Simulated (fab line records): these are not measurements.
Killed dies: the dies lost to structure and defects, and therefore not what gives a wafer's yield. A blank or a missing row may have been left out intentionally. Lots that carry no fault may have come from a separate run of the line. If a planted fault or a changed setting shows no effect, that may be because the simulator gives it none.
fab line records + flow nandHarc
record:
- lots: 13
- wafers: 39
- lastDay: 32
route steps=1302 shown P_M2@334 P_BONDPAD@353
lots untouched by any fault: they come from a run of this same line in which no faults occurred
startH: hours from the record's first day to the start of the lot's first wafer shown + waitH: hours since the lot's step before + " the same as in the row above + L1.1+2: a single row standing in for several wafers + - no value, or no start was given + * or withheld: withheld + < > ~ a bound
route shown NAME@n: names a module that has steps shown in the file, with the first one's number in the route + usual: the fault-free wafers' mean and standard deviation + same: alike in all rows + chamber/n: place in a boat + sites: each site's reading + _std_site: the values' standard deviation + _edge_site: outer sites' mean less inner sites' + radiusMm: for every site, how far away it sits from the centre of the wafer + mask NAME#n: copy n + behind: the last tool/chamber to shape the wafer + hold: the reason the lot was held/the length of the hold in hours/how it ended + device: names the non-switching transistor (n, p or np) + end of line: the route-end tests of the same wafers + a step given without rows: its recipe and nothing more + killed: the dies lost at the first sort to structure and to defects; this is not the yield of the wafer + map: shows each die of a wafer: x if killed, . if not, _ if none is there
set.NAME: setting as actually run; set.NAME@STEP: the setting as run at that earlier step + model.NAME: the simulator's own value behind a step, which no gauge read
route steps across a sampled set of lots; one table per step, one row per wafer
services: a tool's chamber out of use, with start hour (startH, from the record's first day; less than 0 if before it), hours out, and reason
== steps ==
step: NHARC_P_M2_CD_MEAS_16
usual:
- cdNm: 169.5/1
| lot.wafer | tool     | chamber | startH | waitH | cdNm  |
|-----------|----------|---------|--------|-------|-------|
| L657.2    | cdSem-03 | -       | 139.01 | -     | 169.0 |
| L657.3    | "        | -       | "      | "     | 169.5 |
| L657.5    | "        | -       | "      | "     | 167.9 |
| L658.1    | cdSem-01 | -       | 147.63 | -     | 169.9 |
| L658.5    | "        | -       | "      | "     | 168.7 |
| L658.6    | "        | -       | "      | "     | 171.5 |
| L660.2    | cdSem-02 | -       | 171.76 | -     | 168.7 |
| L660.4    | "        | -       | "      | "     | 170.0 |
| L660.5    | "        | -       | "      | "     | 169.2 |
| L659.1    | cdSem-03 | -       | 172.48 | -     | 169.4 |
| L659.5    | "        | -       | "      | "     | 171.5 |
| L659.6    | "        | -       | "      | "     | 169.7 |
| L661.2    | cdSem-03 | -       | 187.68 | -     | 167.1 |
| L661.4    | "        | -       | "      | "     | 170.1 |
| L661.5    | "        | -       | "      | "     | 167.9 |
| L668.1    | cdSem-01 | -       | 244.95 | -     | 166.9 |
| L668.2    | "        | -       | "      | "     | 168.9 |
| L668.5    | "        | -       | "      | "     | 167.9 |
| L669.1    | cdSem-02 | -       | 255.07 | -     | 171.2 |
| L669.2    | "        | -       | "      | "     | 169.4 |
| L669.3    | "        | -       | "      | "     | 170.2 |
| L670.1    | cdSem-01 | -       | 279.80 | -     | 170.5 |
| L670.3    | "        | -       | "      | "     | 171.4 |
| L670.4    | "        | -       | "      | "     | 171.4 |
| L671.1    | cdSem-03 | -       | 284.62 | -     | 169.9 |
| L671.2    | "        | -       | "      | "     | 171.3 |
| L671.3    | "        | -       | "      | "     | 169.0 |
| L672.1    | cdSem-01 | -       | 287.26 | -     | 169.3 |
| L672.3    | "        | -       | "      | "     | 169.0 |
| L672.4    | "        | -       | "      | "     | 171.1 |
| L673.1    | cdSem-01 | -       | 307.13 | -     | 168.6 |
| L673.3    | "        | -       | "      | "     | 169.2 |
| L673.5    | "        | -       | "      | "     | 167.8 |
| L676.1    | cdSem-03 | -       | 338.46 | -     | 169.6 |
| L676.4    | "        | -       | "      | "     | 168.0 |
| L676.5    | "        | -       | "      | "     | 169.4 |
| L677.1    | cdSem-03 | -       | 338.72 | -     | 169.1 |
| L677.3    | "        | -       | "      | "     | 169.4 |
| L677.4    | "        | -       | "      | "     | 168.1 |
step: NHARC_P_M2_DEGAS_29
recipe:
- tempC: 250
- timeS: 60
usual:
- heaterPowerW: 323/21
| lot.wafer | tool          | chamber | startH | waitH | heaterPowerW |
|-----------|---------------|---------|--------|-------|--------------|
| L657.3    | pvdSputter-01 | -       | 139.72 | -     | 326          |
| L657.2    | "             | -       | "      | "     | 353          |
| L657.5    | "             | -       | "      | "     | 324          |
| L658.1    | pvdSputter-03 | -       | 148.34 | -     | 331          |
| L658.6    | "             | -       | "      | "     | 335          |
| L658.5    | "             | -       | "      | "     | 320          |
| L660.2    | pvdSputter-02 | -       | 172.95 | -     | 301          |
| L660.4    | "             | -       | "      | "     | 323          |
| L660.5    | "             | -       | "      | "     | 319          |
| L659.1    | pvdSputter-01 | -       | 173.21 | -     | 338          |
| L659.6    | "             | -       | "      | "     | 320          |
| L659.5    | "             | -       | "      | "     | 364          |
| L661.4    | pvdSputter-02 | -       | 188.39 | -     | 306          |
| L661.2    | "             | -       | "      | "     | 319          |
| L661.5    | "             | -       | "      | "     | 283          |
| L668.2    | pvdSputter-03 | -       | 245.66 | -     | 313          |
| L668.1    | "             | -       | "      | "     | 335          |
| L668.5    | "             | -       | "      | "     | 312          |
| L669.2    | pvdSputter-03 | -       | 255.78 | -     | 351          |
| L669.1    | "             | -       | "      | "     | 320          |
| L669.3    | "             | -       | "      | "     | 320          |
| L670.3    | pvdSputter-02 | -       | 280.52 | -     | 303          |
| L670.4    | "             | -       | "      | "     | 302          |
| L670.1    | "             | -       | "      | "     | 278          |
| L671.3    | pvdSputter-01 | -       | 285.36 | -     | 321          |
| L671.1    | "             | -       | "      | "     | 306          |
| L671.2    | "             | -       | "      | "     | 319          |
| L672.3    | pvdSputter-01 | -       | 287.98 | -     | 370          |
| L672.1    | "             | -       | "      | "     | 324          |
| L672.4    | "             | -       | "      | "     | 324          |
| L673.3    | pvdSputter-03 | -       | 307.84 | -     | 314          |
| L673.1    | "             | -       | "      | "     | 334          |
| L673.5    | "             | -       | "      | "     | 321          |
| L676.1    | pvdSputter-02 | -       | 339.23 | -     | 287          |
| L676.4    | "             | -       | "      | "     | 306          |
| L676.5    | "             | -       | "      | "     | 315          |
| L677.4    | pvdSputter-03 | -       | 339.44 | -     | 335          |
| L677.1    | "             | -       | "      | "     | 301          |
| L677.3    | "             | -       | "      | "     | 345          |
step: NHARC_P_M2_ECD_22
recipe:
- targetThkA: 4000
- bathTempC: 25
- material: Cu
usual:
- bathHeatDutyPct: 6.6/0.9
- bathTempC: 25.02/0.12
| lot.wafer | tool     | chamber | startH | waitH | bathHeatDutyPct | bathTempC |
|-----------|----------|---------|--------|-------|-----------------|-----------|
| L657.2    | ecdCu-01 | 1       | 140.13 | -     | 7.2             | 25.18     |
| L657.3    | "        | 0       | "      | "     | 7.8             | 24.99     |
| L657.5    | "        | 1       | "      | "     | 6.9             | 24.89     |
| L658.1    | ecdCu-02 | 1       | 148.70 | -     | 5.9             | 25.00     |
| L658.5    | "        | 1       | "      | "     | 6.2             | 24.95     |
| L658.6    | "        | 0       | "      | "     | 7.5             | 24.91     |
| L660.2    | ecdCu-02 | 1       | 173.36 | -     | 4.6             | 24.90     |
| L660.4    | "        | 1       | "      | "     | 5.6             | 25.04     |
| L660.5    | "        | 0       | "      | "     | 7.0             | 25.01     |
| L659.1    | ecdCu-02 | 0       | 173.61 | -     | -               | -         |
| L659.6    | "        | 0       | "      | "     | -               | -         |
| L659.5    | "        | 1       | "      | "     | -               | -         |
| L661.2    | ecdCu-01 | 1       | 188.80 | -     | -               | -         |
| L661.4    | "        | 0       | "      | "     | -               | -         |
| L661.5    | "        | 1       | "      | "     | -               | -         |
| L668.2    | ecdCu-01 | 1       | 246.26 | -     | 6.0             | 24.95     |
| L668.1    | "        | 0       | "      | "     | 8.3             | 24.88     |
| L668.5    | "        | 1       | "      | "     | 6.5             | 25.09     |
| L669.1    | ecdCu-01 | 0       | 256.14 | -     | 7.3             | 25.06     |
| L669.2    | "        | 1       | "      | "     | 6.7             | 25.12     |
| L669.3    | "        | 1       | "      | "     | 6.2             | 24.96     |
| L670.1    | ecdCu-02 | 0       | 280.88 | -     | 6.2             | 24.98     |
| L670.3    | "        | 0       | "      | "     | 6.7             | 25.08     |
| L670.4    | "        | 1       | "      | "     | 6.1             | 25.21     |
| L671.1    | ecdCu-02 | 0       | 285.86 | -     | 7.2             | 24.92     |
| L671.2    | "        | 1       | "      | "     | 4.8             | 24.87     |
| L671.3    | "        | 1       | "      | "     | 5.0             | 25.13     |
| L672.1    | ecdCu-01 | 1       | 288.34 | -     | 6.3             | 24.97     |
| L672.3    | "        | 1       | "      | "     | 6.7             | 25.14     |
| L672.4    | "        | 0       | "      | "     | 8.1             | 24.82     |
| L673.1    | ecdCu-01 | 1       | 308.21 | -     | 7.3             | 24.98     |
| L673.3    | "        | 0       | "      | "     | 8.4             | 24.92     |
| L673.5    | "        | 1       | "      | "     | 6.0             | 24.90     |
| L676.1    | ecdCu-02 | 0       | 339.65 | -     | 6.7             | 25.07     |
| L676.4    | "        | 0       | "      | "     | 6.3             | 24.84     |
| L676.5    | "        | 0       | "      | "     | 6.6             | 25.08     |
| L677.1    | ecdCu-02 | 1       | 339.90 | -     | 5.5             | 25.14     |
| L677.3    | "        | 1       | "      | "     | 5.1             | 25.05     |
| L677.4    | "        | 0       | "      | "     | 6.7             | 25.03     |
step: NHARC_P_M2_CMP_23
recipe:
- tOverpolishS: 20
- targetThkNm: 144.3
usual:
- motorCurrentA: 11.9/1.2
- slurryFlowMlMin: 150.0/0.5
- timeToEndpointS: 29/3.2
same:
- tOverpolishS: 20
| lot.wafer | tool   | chamber | startH | waitH | motorCurrentA | slurryFlowMlMin | timeToEndpointS |
|-----------|--------|---------|--------|-------|---------------|-----------------|-----------------|
| L657.2    | cmp-02 | 3       | 140.81 | -     | 10.8          | 150.2           | 26              |
| L657.3    | "      | 1       | "      | "     | 13.9          | 149.7           | 30              |
| L657.5    | "      | 3       | "      | "     | 10.8          | 150.7           | 26              |
| L658.1    | cmp-02 | 2       | 149.50 | -     | 12.2          | 149.5           | 32              |
| L658.6    | "      | 3       | "      | "     | 9.6           | 150.1           | 28              |
| L658.5    | "      | 0       | "      | "     | 9.7           | 149.8           | 26              |
| L660.4    | cmp-04 | 2       | 174.06 | -     | 12.9          | 150.2           | 30              |
| L660.2    | "      | 3       | "      | "     | 9.9           | 151.1           | 24              |
| L660.5    | "      | 1       | "      | "     | 12.2          | 150.0           | 28              |
| L659.1    | cmp-03 | 0       | 174.38 | -     | 12.9          | 150.3           | 1               |
| L659.6    | "      | 3       | "      | "     | 13.2          | 150.3           | 1               |
| L659.5    | "      | 0       | "      | "     | 13.7          | 150.2           | 0               |
| L661.4    | cmp-04 | 2       | 189.50 | -     | 12.3          | 150.0           | 1               |
| L661.2    | "      | 0       | "      | "     | 11.6          | 150.1           | 2               |
| L661.5    | "      | 2       | "      | "     | 13.5          | 150.6           | 1               |
| L668.1    | cmp-02 | 1       | 247.04 | -     | 13.9          | 149.6           | 31              |
| L668.2    | "      | 2       | "      | "     | 12.2          | 149.5           | 31              |
| L668.5    | "      | 1       | "      | "     | 13.8          | 150.3           | 29              |
| L669.2    | cmp-04 | 1       | 256.86 | -     | 12.7          | 149.2           | 34              |
| L669.1    | "      | 3       | "      | "     | 10.5          | 150.2           | 29              |
| L669.3    | "      | 0       | "      | "     | 12.3          | 150.1           | 34              |
| L670.3    | cmp-04 | 2       | 281.64 | -     | 12.4          | 150.8           | 33              |
| L670.1    | "      | 3       | "      | "     | 10.5          | 150.3           | 27              |
| L670.4    | "      | 0       | "      | "     | 12.7          | 148.9           | 35              |
| L671.3    | cmp-03 | 3       | 286.58 | -     | 13.4          | 150.3           | 27              |
| L671.1    | "      | 0       | "      | "     | 12.7          | 150.6           | 27              |
| L671.2    | "      | 1       | "      | "     | 10.4          | 150.0           | 31              |
| L672.1    | cmp-02 | 0       | 289.07 | -     | 10.2          | 150.3           | 29              |
| L672.3    | "      | 1       | "      | "     | 12.7          | 150.7           | 34              |
| L672.4    | "      | 2       | "      | "     | 12.1          | 149.9           | 32              |
| L673.3    | cmp-02 | 2       | 308.92 | -     | 12.2          | 150.3           | 29              |
| L673.1    | "      | 3       | "      | "     | 10.2          | 150.0           | 26              |
| L673.5    | "      | 2       | "      | "     | 12.2          | 150.3           | 29              |
| L676.4    | cmp-04 | 0       | 340.32 | -     | 12.4          | 150.2           | 29              |
| L676.1    | "      | 2       | "      | "     | 12.2          | 150.0           | 31              |
| L676.5    | "      | 0       | "      | "     | 11.9          | 150.2           | 29              |
| L677.1    | cmp-03 | 0       | 340.65 | -     | 12.9          | 150.4           | 32              |
| L677.4    | "      | 1       | "      | "     | 10.4          | 149.3           | 31              |
| L677.3    | "      | 2       | "      | "     | 11.3          | 149.8           | 31              |
step: NHARC_P_M2_THK_MEAS_24
recipe:
- thkMeasGauge: xrf
usual:
- thkNm: 144.4/1.8
| lot.wafer | tool         | chamber | startH | waitH | hold                    | thkNm |
|-----------|--------------|---------|--------|-------|-------------------------|-------|
| L657.2    | filmMetro-02 | -       | 141.12 | -     | -                       | 144.1 |
| L657.3    | "            | -       | "      | "     | -                       | 145.4 |
| L657.5    | "            | -       | "      | "     | -                       | 143.7 |
| L658.1    | filmMetro-01 | -       | 149.73 | -     | -                       | 145.6 |
| L658.5    | "            | -       | "      | "     | -                       | 144.6 |
| L658.6    | "            | -       | "      | "     | -                       | 144.3 |
| L660.2    | filmMetro-02 | -       | 174.34 | -     | -                       | 139.8 |
| L660.4    | "            | -       | "      | "     | -                       | 145.5 |
| L660.5    | "            | -       | "      | "     | -                       | 143.3 |
| L659.1    | filmMetro-02 | -       | 174.66 | -     | awaitDispo/0.2h/release | 32.0  |
| L659.5    | "            | -       | "      | "     | awaitDispo/0.2h/release | 28.7  |
| L659.6    | "            | -       | "      | "     | awaitDispo/0.2h/release | 29.2  |
| L659.1    | filmMetro-02 | -       | 174.84 | 0.2   | -                       | 30.9  |
| L659.5    | "            | -       | "      | "     | -                       | 30.4  |
| L659.6    | "            | -       | "      | "     | -                       | 28.9  |
| L661.2    | filmMetro-02 | -       | 189.78 | -     | awaitDispo/0.2h/release | 30.6  |
| L661.4    | "            | -       | "      | "     | awaitDispo/0.2h/release | 29.5  |
| L661.5    | "            | -       | "      | "     | awaitDispo/0.2h/release | 29.9  |
| L661.2    | filmMetro-02 | -       | 189.95 | 0.2   | -                       | 28.8  |
| L661.4    | "            | -       | "      | "     | -                       | 29.9  |
| L661.5    | "            | -       | "      | "     | -                       | 30.0  |
| L668.1    | filmMetro-01 | -       | 247.33 | -     | -                       | 144.9 |
| L668.2    | "            | -       | "      | "     | -                       | 146.4 |
| L668.5    | "            | -       | "      | "     | -                       | 144.8 |
| L669.1    | filmMetro-01 | -       | 257.18 | -     | -                       | 142.5 |
| L669.2    | "            | -       | "      | "     | -                       | 145.2 |
| L669.3    | "            | -       | "      | "     | -                       | 145.4 |
| L670.1    | filmMetro-02 | -       | 281.92 | -     | -                       | 143.2 |
| L670.3    | "            | -       | "      | "     | -                       | 144.7 |
| L670.4    | "            | -       | "      | "     | -                       | 145.5 |
| L671.1    | filmMetro-02 | -       | 286.89 | -     | -                       | 143.6 |
| L671.2    | "            | -       | "      | "     | -                       | 146.9 |
| L671.3    | "            | -       | "      | "     | -                       | 143.4 |
| L672.1    | filmMetro-01 | -       | 289.38 | -     | -                       | 144.0 |
| L672.3    | "            | -       | "      | "     | -                       | 144.2 |
| L672.4    | "            | -       | "      | "     | -                       | 144.5 |
| L673.1    | filmMetro-01 | -       | 309.24 | -     | -                       | 142.8 |
| L673.3    | "            | -       | "      | "     | -                       | 143.9 |
| L673.5    | "            | -       | "      | "     | -                       | 144.9 |
| L676.1    | filmMetro-02 | -       | 340.64 | -     | -                       | 144.7 |
| L676.4    | "            | -       | "      | "     | -                       | 147.4 |
| L676.5    | "            | -       | "      | "     | -                       | 146.4 |
| L677.1    | filmMetro-01 | -       | 340.93 | -     | -                       | 143.9 |
| L677.3    | "            | -       | "      | "     | -                       | 143.8 |
| L677.4    | "            | -       | "      | "     | -                       | 143.9 |
step: NHARC_P_BONDPAD_THK_MEAS_33
recipe:
- thkMeasGauge: ellipsometry
usual:
- thkNm: 199.9/1.7
| lot.wafer | tool         | chamber | startH | waitH | thkNm |
|-----------|--------------|---------|--------|-------|-------|
| L657.2    | filmMetro-02 | -       | 143.35 | 0.2   | 199.5 |
| L657.3    | "            | -       | "      | "     | 199.0 |
| L657.5    | "            | -       | "      | "     | 198.0 |
| L658.1    | filmMetro-02 | -       | 151.08 | 0.2   | 200.8 |
| L658.5    | "            | -       | "      | "     | 197.9 |
| L658.6    | "            | -       | "      | "     | 201.9 |
| L660.2    | filmMetro-01 | -       | 175.72 | 0.2   | 202.8 |
| L660.4    | "            | -       | "      | "     | 200.2 |
| L660.5    | "            | -       | "      | "     | 200.0 |
| L668.1    | filmMetro-01 | -       | 248.70 | 0.2   | 199.9 |
| L668.2    | "            | -       | "      | "     | 200.7 |
| L668.5    | "            | -       | "      | "     | 201.9 |
| L669.1    | filmMetro-01 | -       | 258.56 | 0.2   | 198.7 |
| L669.2    | "            | -       | "      | "     | 199.0 |
| L669.3    | "            | -       | "      | "     | 198.3 |
| L670.1    | filmMetro-02 | -       | 283.30 | 0.2   | 203.9 |
| L670.3    | "            | -       | "      | "     | 204.5 |
| L670.4    | "            | -       | "      | "     | 205.3 |
| L671.1    | filmMetro-01 | -       | 288.26 | 0.2   | 198.6 |
| L671.2    | "            | -       | "      | "     | 200.6 |
| L671.3    | "            | -       | "      | "     | 197.9 |
| L672.1    | filmMetro-02 | -       | 290.90 | 0.2   | 199.0 |
| L672.3    | "            | -       | "      | "     | 199.0 |
| L672.4    | "            | -       | "      | "     | 198.9 |
| L673.1    | filmMetro-01 | -       | 310.62 | 0.2   | 199.0 |
| L673.3    | "            | -       | "      | "     | 200.5 |
| L673.5    | "            | -       | "      | "     | 199.2 |
| L676.1    | filmMetro-02 | -       | 341.99 | 0.2   | 200.5 |
| L676.4    | "            | -       | "      | "     | 199.2 |
| L676.5    | "            | -       | "      | "     | 198.9 |
| L677.1    | filmMetro-02 | -       | 342.50 | 0.2   | 197.9 |
| L677.3    | "            | -       | "      | "     | 198.9 |
| L677.4    | "            | -       | "      | "     | 202.1 |
== services ==
| tool          | chamber | startH | hours | kind   |
|---------------|---------|--------|-------|--------|
| pvdSputter-01 | -       | 128.80 | 3.5   | repair |
| cmp-04        | -       | 134.02 | 1.5   | repair |
| cmp-02        | -       | 134.50 | 4.0   | pm     |
| cmp-04        | -       | 138.64 | 1.6   | repair |
| cmp-04        | -       | 143.41 | 1.1   | repair |
| ecdCu-01      | -       | 160.00 | 8.0   | pm     |
| cmp-04        | -       | 161.02 | 1.1   | repair |
| pvdSputter-03 | -       | 170.05 | 10.0  | pm     |
| cmp-02        | -       | 174.41 | 0.9   | repair |
| cmp-04        | -       | 209.12 | 4.0   | pm     |
| pvdSputter-01 | -       | 226.01 | 10.0  | pm     |
| cmp-02        | -       | 232.50 | 4.0   | pm     |
| cmp-04        | -       | 240.05 | 2.2   | repair |
| ecdCu-02      | -       | 244.00 | 8.0   | pm     |
| cmp-02        | -       | 263.58 | 5.7   | repair |
| pvdSputter-03 | -       | 273.05 | 12.4  | repair |
| cmp-02        | -       | 279.24 | 1.3   | repair |
| pvdSputter-02 | -       | 282.03 | 10.0  | pm     |
| ecdCu-02      | -       | 287.27 | 4.7   | repair |
| cmp-04        | -       | 290.25 | 2.0   | repair |
| cmp-04        | -       | 307.12 | 4.0   | pm     |
| cmp-02        | -       | 318.46 | 3.8   | repair |
| cmp-02        | -       | 330.50 | 4.0   | pm     |
| ecdCu-01      | -       | 336.00 | 8.0   | pm     |
== key ==
firstSign:
- step: NHARC_P_M2_ECD_22
- reading: toolRecord
- direction: missing
effect:
- step: NHARC_P_M2_CMP_23
- reading: timeToEndpointS
- direction: down
- sigmas: 8.8
- usual: *
- struck: *
effect:
- step: NHARC_P_M2_THK_MEAS_24
- reading: visit
- direction: added
effect:
- step: NHARC_P_M2_THK_MEAS_24
- reading: thkNm
- direction: down
- sigmas: 65
- usual: 144.4
- struck: 30.0
metAt NHARC_P_M2_ECD_22
struckLots L659,L661
scrappedBehind NHARC_P_M2_THK_MEAS_24 L659.1,L659.5,L659.6,L661.2,L661.4,L661.5
notActingAt NHARC_P_M2_CD_MEAS_16,NHARC_P_M2_DEGAS_29,NHARC_P_BONDPAD_THK_MEAS_33
onsetBetween 173.36 173.61
fault:
- kind: skippedStepWhole
- tool: ecdCu-01,ecdCu-02
- chamber: -
- onsetH: 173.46
- steps: NHARC_P_M2_ECD_22
- scope: struckLotsOnly
